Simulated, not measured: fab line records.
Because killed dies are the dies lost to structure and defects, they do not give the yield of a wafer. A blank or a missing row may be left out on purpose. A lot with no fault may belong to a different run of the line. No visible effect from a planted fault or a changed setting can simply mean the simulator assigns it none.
Which tool is to blame?	flow n5Finfet	24 lots, 72 wafers sampled, at 1 step of a route of 1938

== WHAT THE GAUGES SHOWED, per wafer ==
N5_BEOL_M9_CD_MEAS_18: pitch 140 nm, target cd 70 nm. Usual: cdNm reads 69.9 nm (standard deviation 0.8).
lot	measured	on	cdNm (nm)	flag
L074	day 9 07:17	cdSem-01	70.4 70.0 70.2	
L075	day 9 14:28	cdSem-02	69.9 68.9 69.3	
L077	day 9 20:26	cdSem-03	70.1 70.9 70.7	
L078	day 10 01:51	cdSem-01	69.4 70.7 68.3	
L076	day 10 04:49	cdSem-01	71.4 71.0 70.0	
L080	day 10 10:14	cdSem-01	69.4 68.9 69.5	
L079	day 10 19:06	cdSem-03	70.7 70.1 71.0	
L082	day 11 15:03	cdSem-02	70.5 69.4 69.7	
L081	day 11 15:42	cdSem-02	69.9 69.2 69.8	
L083	day 11 18:56	cdSem-01	68.1 69.8 69.9	
L084	day 12 03:35	cdSem-02	70.0 70.7 70.5	
L085	day 12 06:44	cdSem-02	69.5 69.2 69.1	
L086	day 12 09:34	cdSem-02	70.7 71.1 70.3	
L087	day 12 19:32	cdSem-01	69.7 71.0 70.7	
L089	day 12 22:01	cdSem-02	69.1 68.8 70.9	
L088	day 13 05:27	cdSem-02	69.2 70.7 69.8	
L090	day 13 15:31	cdSem-02	69.7 69.7 71.4	
L091	day 13 15:50	cdSem-02	69.4 70.5 69.3	
L093	day 14 10:15	cdSem-01	69.5 71.0 70.6	
L092	day 14 10:23	cdSem-01	71.2 69.9 70.5	
L094	day 14 13:52	cdSem-01	67.8 68.9 68.8	
L095	day 15 05:42	cdSem-03	70.1 70.2 70.4	
L097	day 15 08:49	cdSem-01	71.3 69.7 70.1	
L096	day 15 08:55	cdSem-02	69.1 69.9 68.7	

== WHICH TOOL RAN EACH LOT (tool, then ch and the chambers of the sampled wafers, then the start) ==
Record: no process step prior to these readings.

== WHAT THE TOOLS THEMSELVES READ (means of the sampled wafers that have a number; where no wafer has one, the mark that the record gives instead) ==
The record holds no such reading with a usual standard deviation.

== THE ANSWER, worked out from the rows above alone ==
Rule: a lot counts as off when the mean over its wafers that have a number is more than 3 standard deviations away from the usual mean. A lot without any number at a reading at which 4 lots or more have one is off too. Where the step has rows for the other lots, those lots are counted as sound. Order of review: gauges by route order, followed by the tools' own readings, for which a lot's mean as printed above is used. The first step at which some lot is off is used, and at that step the reading that is off furthest; a lot without a number counts as furthest.
Nothing can be told from this: no lot is off at any reading shown.

== WHAT THE SIMULATOR HAD INSERTED ==
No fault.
